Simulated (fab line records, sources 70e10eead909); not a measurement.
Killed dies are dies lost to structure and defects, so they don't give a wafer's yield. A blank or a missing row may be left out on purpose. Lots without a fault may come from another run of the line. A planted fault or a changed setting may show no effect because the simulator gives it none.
fab line records | flow nand_harc
record lots=14 wafers=38 last_day=34
route steps=1302 shown P_STI@85 P_GATE@139
lots that met no fault: from a run of the same line without faults
start_h: hours from the record's first day to the start of the lot's first wafer shown | wait_h: hours since the lot's step before | " the same as in the row above | L1.1+2: a row that stands for several wafers | - no value, or no start given | * or withheld: withheld | < > ~ a bound
route shown NAME@n: a module of which the file shows steps, and the number in the route of the first | usual: mean/standard deviation of fault-free wafers | same: alike in all rows | chamber/n: place in a boat | sites: the reading at each site | _std_site: their standard deviation | _edge_site: outer sites' mean less inner sites' | radius_mm: how far each site lies from the wafer's centre | mask NAME#n: copy n | behind: the tool/chamber that last shaped the wafer | hold: why the lot was held/for how many hours/how that ended | device: the transistor (n, p or np) that didn't switch | end of line: the same wafers' tests at the end of the route | a step without rows: its recipe alone | killed: dies lost to structure and defects at the first sort, not the wafer's yield | map: a wafer's dies, x killed, . not, _ none there
set.NAME: the setting as run; set.NAME@STEP: as run at that earlier step | model.NAME: the simulator's own value behind a step, which no gauge read
steps of the route over a sample of lots; a table a step, a row a wafer
services: from which hour (start_h, from the record's first day; less than 0 if before it) a tool's chamber was out of use, for how many hours, and why
## steps
# step NHARC_P_STI_INSPECT_11
# usual raw_defect_count=5.5/2.6
# columns lot.wafer tool chamber start_h wait_h raw_defect_count
L310.2 defect_inspect-02 - 50.79 0.0 5
L310.3 " - " " 7
L310.5 " - " " 9
L311.1 defect_inspect-02 - 59.04 0.0 5
L311.4 " - " " 6
L311.6 " - " " 10
L312.1 defect_inspect-02 - 62.97 0.0 2
L312.2 " - " " 3
L312.4 " - " " 5
L313.2 defect_inspect-02 - 72.61 0.0 4
L313.3 " - " " 10
L313.4 " - " " 4
L314.1 defect_inspect-01 - 84.96 0.0 4
L314.3 " - " " 4
L314.5 " - " " 1
L315.1 defect_inspect-02 - 94.07 0.0 4
L315.2 " - " " 4
L315.4 " - " " 6
L316.1 defect_inspect-01 - 102.32 0.0 6
L316.2 " - " " 2
L316.3 " - " " 6
L317.3 defect_inspect-02 - 115.08 0.0 4
L317.4 " - " " 10
L317.5 " - " " 6
L318.1 defect_inspect-02 - 122.80 0.0 7
L318.4 " - " " 2
L318.5 " - " " 4
L327.5 defect_inspect-01 - 214.76 0.0 7
L328.5 defect_inspect-01 - 222.30 0.0 4
L330.2 defect_inspect-01 - 244.50 0.0 1
L330.3 " - " " 2
L330.4 " - " " 6
L331.1 defect_inspect-01 - 253.69 0.0 6
L331.2 " - " " 10
L331.5 " - " " 12
L333.3 defect_inspect-01 - 274.46 0.0 6
L333.5 " - " " 7
L333.6 " - " " 2
# step NHARC_P_GATE_PEB_24
# recipe peb_temp_c=100 peb_time_s=65
# columns lot.wafer tool chamber start_h wait_h
L310.2+3+5 litho_track-06 0 107.04 0.1
L312.1+2+4 litho_track-04 0 112.37 0.1
L311.1+4+6 litho_track-06 0 112.84 0.1
L314.1+3+5 litho_track-06 0 137.33 0.1
L313.2+3+4 litho_track-01 0 137.53 0.1
L315.1+2+4 litho_track-06 0 155.31 0.1
L316.1+2+3 litho_track-04 0 155.76 0.1
L317.3+4+5 litho_track-06 0 168.48 0.0
L318.1+4+5 litho_track-01 0 175.08 0.1
L327.5 litho_track-04 0 265.86 0.0
L328.5 litho_track-04 0 274.37 0.0
L330.2+3+4 litho_track-06 0 296.10 0.1
L331.1+2+5 litho_track-01 0 303.29 0.1
L333.3+5+6 litho_track-06 0 330.20 0.0
# step NHARC_P_GATE_CD_MEAS_26
# recipe target_cd_nm=120 landing_energy_ev=500
# usual cd_nm=120.0/0.65
# columns lot.wafer tool chamber start_h wait_h hold cd_nm
L310.2 cd_sem-03 0 107.12 - - 119.4
L310.3 " 0 " " - 119.9
L310.5 " 0 " " - 119.6
L312.1 cd_sem-02 0 112.45 - - 120.2
L312.2 " 0 " " - 120.8
L312.4 " 0 " " - 120.9
L311.1 cd_sem-03 0 112.91 - - 119.9
L311.4 " 0 " " - 120.6
L311.6 " 0 " " - 120.1
L314.1 cd_sem-02 0 137.41 - - 119.8
L314.3 " 0 " " - 119.4
L314.5 " 0 " " - 120.7
L313.2 cd_sem-01 0 137.61 - - 120.5
L313.3 " 0 " " - 120.9
L313.4 " 0 " " - 120.5
L315.1 cd_sem-03 0 155.39 - - 120.0
L315.2 " 0 " " - 120.2
L315.4 " 0 " " - 119.4
L316.1 cd_sem-03 0 155.84 - - 119.8
L316.2 " 0 " " - 119.8
L316.3 " 0 " " - 119.2
L317.3 cd_sem-01 0 168.56 - - 119.3
L317.4 " 0 " " - 120.1
L317.5 " 0 " " - 119.6
L318.1 cd_sem-01 0 175.16 - - 120.2
L318.4 " 0 " " - 119.5
L318.5 " 0 " " - 119.8
L327.5 cd_sem-03 0 265.95 - await_dispo/0.2h/release 105.3
L327.5 cd_sem-03 0 - - - 105.3
L328.5 cd_sem-03 0 274.46 - await_dispo/0.2h/release 106.1
L328.5 cd_sem-03 0 - - - 106.0
L330.2 cd_sem-02 0 296.18 - - 121.1
L330.3 " 0 " " - 120.6
L330.4 " 0 " " - 120.7
L331.1 cd_sem-02 0 303.37 - - 119.0
L331.2 " 0 " " - 118.7
L331.5 " 0 " " - 119.7
L333.3 cd_sem-03 0 330.29 - - 119.6
L333.5 " 0 " " - 120.4
L333.6 " 0 " " - 121.1
# step NHARC_P_GATE_ETCH_104
# recipe target_depth_a=600 time_s=withheld cf4_flow_sccm=100 chf3_flow_sccm=30 ar_flow_sccm=0 rf_w=500 bias_w=200 chemistry=CF4/CHF3
# usual chamber_pressure_mTorr=25.001/0.023 drypump_motor_current_A=5.7/0.48 oes_product_au=0.954/0.02 rf_vpp_V=370.6/2.3 showerhead_plenum_p_Torr=1.57/0.06 throttle_valve_pct=16.802/0.0088
# columns lot.wafer tool chamber start_h wait_h chamber_pressure_mTorr drypump_motor_current_A oes_product_au rf_vpp_V showerhead_plenum_p_Torr throttle_valve_pct
L310.3 rie_diel-06 2 107.40 0.1 24.987 5.1 0.956 368.5 1.47 16.815
L310.2 " 3 " " 24.976 6.2 0.969 372.2 1.62 16.795
L310.5 " 2 " " 25.006 5.2 0.955 367.8 1.47 16.796
L312.2 rie_diel-10 0 112.81 0.1 25.031 5.7 0.950 369.6 1.52 16.809
L312.1 " 1 " " 24.983 5.2 0.948 372.4 1.60 16.808
L312.4 " 2 " " 25.030 6.4 0.962 371.1 1.57 16.807
L311.1 rie_diel-02 2 113.21 0.1 25.040 6.0 0.959 375.5 1.67 16.794
L311.6 " 2 " " 25.012 6.0 0.957 373.7 1.67 16.802
L311.4 " 3 " " 25.002 5.3 0.966 370.0 1.58 16.809
L314.1 rie_diel-02 2 137.68 0.1 25.080 5.9 0.969 373.1 1.67 16.797
L314.3 " 0 " " 24.988 5.0 0.950 370.6 1.58 16.799
L314.5 " 3 " " 25.050 5.3 0.980 371.0 1.57 16.806
L313.2 rie_diel-10 2 137.89 0.1 25.003 6.4 0.935 370.4 1.57 16.814
L313.4 " 3 " " 24.995 6.4 0.917 366.7 1.48 16.805
L313.3 " 0 " " 25.035 5.7 0.920 369.0 1.52 16.799
L315.1 rie_diel-06 0 155.66 0.1 25.015 5.9 0.958 372.2 1.61 16.823
L315.4 " 1 " " 24.979 5.0 0.960 371.7 1.62 16.805
L315.2 " 3 " " 25.042 6.2 0.983 373.5 1.62 16.786
L316.3 rie_diel-02 0 156.12 0.1 24.955 5.0 0.951 372.3 1.58 16.809
L316.1 " 1 " " 25.002 5.8 0.982 368.7 1.49 16.798
L316.2 " 3 " " 24.997 5.3 0.964 370.1 1.57 16.819
L317.3 rie_diel-10 0 168.85 0.1 24.985 5.7 0.963 368.3 1.52 16.804
L317.5 " 0 " " 25.024 5.6 0.967 368.1 1.52 16.788
L317.4 " 1 " " 25.079 5.2 0.976 371.6 1.60 16.791
L318.1 rie_diel-02 0 175.45 0.1 25.038 5.0 0.926 371.9 1.58 16.801
L318.4 " 2 " " 25.025 5.9 0.923 374.4 1.67 16.807
L318.5 " 0 " " 24.971 5.0 0.928 370.5 1.58 16.806
L327.5 rie_diel-02 2 268.97 0.1 24.991 6.0 0.955 374.0 1.67 16.796
L328.5 rie_diel-06 1 276.82 0.1 25.020 5.1 0.979 370.9 1.62 16.805
L330.2 rie_diel-10 1 296.45 0.1 24.990 5.2 0.989 372.1 1.60 16.805
L330.3 " 3 " " 24.980 6.4 0.963 369.1 1.48 16.802
L330.4 " 0 " " 24.950 5.7 0.969 368.5 1.52 16.802
L331.2 rie_diel-06 0 303.64 0.1 25.019 5.9 0.972 372.3 1.60 16.797
L331.1 " 3 " " 25.011 6.2 0.982 370.5 1.62 16.796
L331.5 " 1 " " 25.014 5.0 0.953 372.0 1.62 16.802
L333.3 rie_diel-10 2 330.55 0.1 24.978 6.4 0.925 370.6 1.56 16.805
L333.6 " 1 " " 25.001 5.2 0.931 371.7 1.60 16.813
L333.5 " 2 " " 24.987 6.4 0.915 369.0 1.56 16.788
# step NHARC_P_GATE_ETCHBACK_37
# recipe target_depth_a=345 time_s=17.2 chf3_flow_sccm=50 o2_flow_sccm=10 ar_flow_sccm=200 rf_w=500 bias_w=200 chemistry=CHF3/O2
# usual chamber_pressure_mTorr=24.999/0.021 drypump_motor_current_A=5.6/0.48 oes_product_au=0.943/0.028 rf_vpp_V=370.6/2.2 showerhead_plenum_p_Torr=2.40/0.09 throttle_valve_pct=20.572/0.01
# columns lot.wafer tool chamber start_h wait_h chamber_pressure_mTorr drypump_motor_current_A oes_product_au rf_hours_counter_h rf_vpp_V showerhead_plenum_p_Torr throttle_valve_pct
L310.3 rie_diel-10 2 - - 25.010 6.4 1.002 2 369.9 2.39 20.579
L310.2 " 0 " " 25.064 5.7 0.991 2 368.7 2.32 20.571
L310.5 " 2 " " 25.005 6.4 1.005 - 369.3 2.39 20.569
L312.1 rie_diel-02 3 - - 24.986 5.3 0.918 6 370.5 2.40 20.565
L312.4 " 0 " " 24.989 5.0 0.909 6 370.6 2.42 20.571
L312.2 " 1 " " 24.991 5.8 0.924 7 366.3 2.27 20.576
L311.1 rie_diel-06 0 - - 24.991 5.9 0.991 6 371.5 2.45 20.552
L311.4 " 2 " " 25.042 5.2 0.994 8 367.8 2.24 20.565
L311.6 " 0 " " 25.000 5.9 0.995 - 372.3 2.45 20.580
L314.3 rie_diel-02 0 - - 24.983 5.0 0.932 7 372.3 2.41 20.578
L314.1 " 1 " " 25.014 5.9 0.936 8 366.4 2.27 20.567
L314.5 " 2 " " 24.978 5.9 0.930 - 372.7 2.56 20.570
L313.3 rie_diel-02 0 - - 25.042 5.0 0.950 7 370.9 2.42 20.574
L313.4 " 1 " " 24.995 5.9 0.943 8 368.3 2.27 20.574
L313.2 " 2 " " 24.984 6.0 0.966 8 374.5 2.56 20.567
L315.1 rie_diel-06 3 - - 24.998 6.2 0.927 1 372.7 2.47 20.567
L315.4 " 0 " " 24.989 5.9 0.908 1 371.8 2.45 20.571
L315.2 " 2 " " 24.981 5.2 0.923 1 368.6 2.24 20.591
L316.2 rie_diel-10 3 - - 25.019 6.4 0.933 5 367.3 2.26 20.571
L316.3 " 0 " " 24.948 5.7 0.931 6 370.2 2.32 20.581
L316.1 " 1 " " 25.006 5.2 0.936 6 372.3 2.45 20.579
L317.4 rie_diel-10 0 - - 24.993 5.7 0.922 7 369.5 2.32 20.583
L317.3 " 2 " " 25.001 6.4 0.937 5 370.2 2.39 20.572
L317.5 " 0 " " 25.003 5.7 0.929 - 367.6 2.32 20.560
L318.4 rie_diel-02 3 - - 25.019 5.2 0.923 9 370.0 2.40 20.585
L318.1 " 1 " " 24.980 5.9 0.942 11 368.6 2.27 20.570
L318.5 " 3 " " 25.020 5.2 0.936 - 370.0 2.40 20.567
L327.5 rie_diel-10 3 - - 25.010 6.3 0.931 - 366.9 2.26 20.571
L328.5 rie_diel-02 2 - - 24.993 6.0 0.927 - 374.7 2.55 20.556
L330.3 rie_diel-10 0 - - 24.980 5.7 0.920 2 368.6 2.32 20.565
L330.4 " 2 " " 24.948 6.4 0.929 2 369.4 2.39 20.585
L330.2 " 3 " " 25.004 6.3 0.942 2 369.2 2.26 20.590
L331.1 rie_diel-02 3 - - 25.001 5.3 0.916 8 369.5 2.40 20.556
L331.2 " 2 " " 24.975 6.0 0.923 7 374.4 2.55 20.592
L331.5 " 0 " " 25.011 5.0 0.928 - 369.3 2.41 20.589
L333.3 rie_diel-02 0 - - 24.994 5.0 0.991 7 370.4 2.41 20.582
L333.6 " 3 " " 25.007 5.3 0.984 - 371.2 2.40 20.581
L333.5 " 0 " " 25.016 5.0 0.992 - 371.5 2.41 20.574
## services
# columns tool chamber start_h hours kind
rie_diel-02 0 97.85 - clean
rie_diel-02 1 97.85 - clean
rie_diel-02 2 97.85 - clean
rie_diel-02 3 97.85 - clean
rie_diel-02 0 109.07 7.3 repair
rie_diel-02 0 122.35 - clean
rie_diel-02 1 122.35 - clean
rie_diel-02 2 122.35 - clean
rie_diel-02 3 122.35 - clean
rie_diel-06 - 130.20 9.0 pm
litho_track-01 - 155.00 7.0 pm
rie_diel-10 2 159.56 16.5 repair
rie_diel-10 1 170.50 2.6 repair
litho_track-06 - 179.00 7.0 pm
rie_diel-06 3 182.51 5.0 repair
rie_diel-02 1 190.69 22.9 repair
rie_diel-06 2 192.54 2.5 repair
rie_diel-02 0 192.58 42.1 repair
litho_track-04 - 203.00 7.0 pm
rie_diel-02 - 216.85 9.0 pm
rie_diel-10 - 232.16 0.1 repair
rie_diel-10 - 242.50 9.0 pm
rie_diel-06 - 307.20 9.0 pm
litho_track-01 - 330.00 7.0 pm
## key
first_sign step=NHARC_P_GATE_CD_MEAS_26 reading=visit direction=added
effect step=NHARC_P_GATE_CD_MEAS_26 reading=cd_nm direction=down sigmas=22 usual=120.0 struck=105.7
met_at NHARC_P_GATE_PEB_24
struck_lots L327,L328
struck_wafers L327.5,L328.5
sort_left_out L327.5,L328.5
tester_left_out L327,L328
not_acting_at NHARC_P_STI_INSPECT_11,NHARC_P_GATE_ETCH_104,NHARC_P_GATE_ETCHBACK_37
onset_between 155.76 265.86
fault kind=process_parameter_drift tool=litho_track-04 chamber=- onset_h=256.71 steps=NHARC_P_GATE_PEB_24 channel=peb_time_s offset=* shape=step end_h=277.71 scope=struck_wafers_only acts_in=* stated=*
# tester_left_out: of these lots the tester's yield and bins aren't shown, on N5 and GAA mostly nor the transistor test; their killed dies are dies lost to structure and defects alone, not to doping, threshold or leakage, so they don't give the yield
# sort_left_out: the simulated sort isn't trusted on such a fault, so these wafers' sort isn't shown, and their yield isn't known
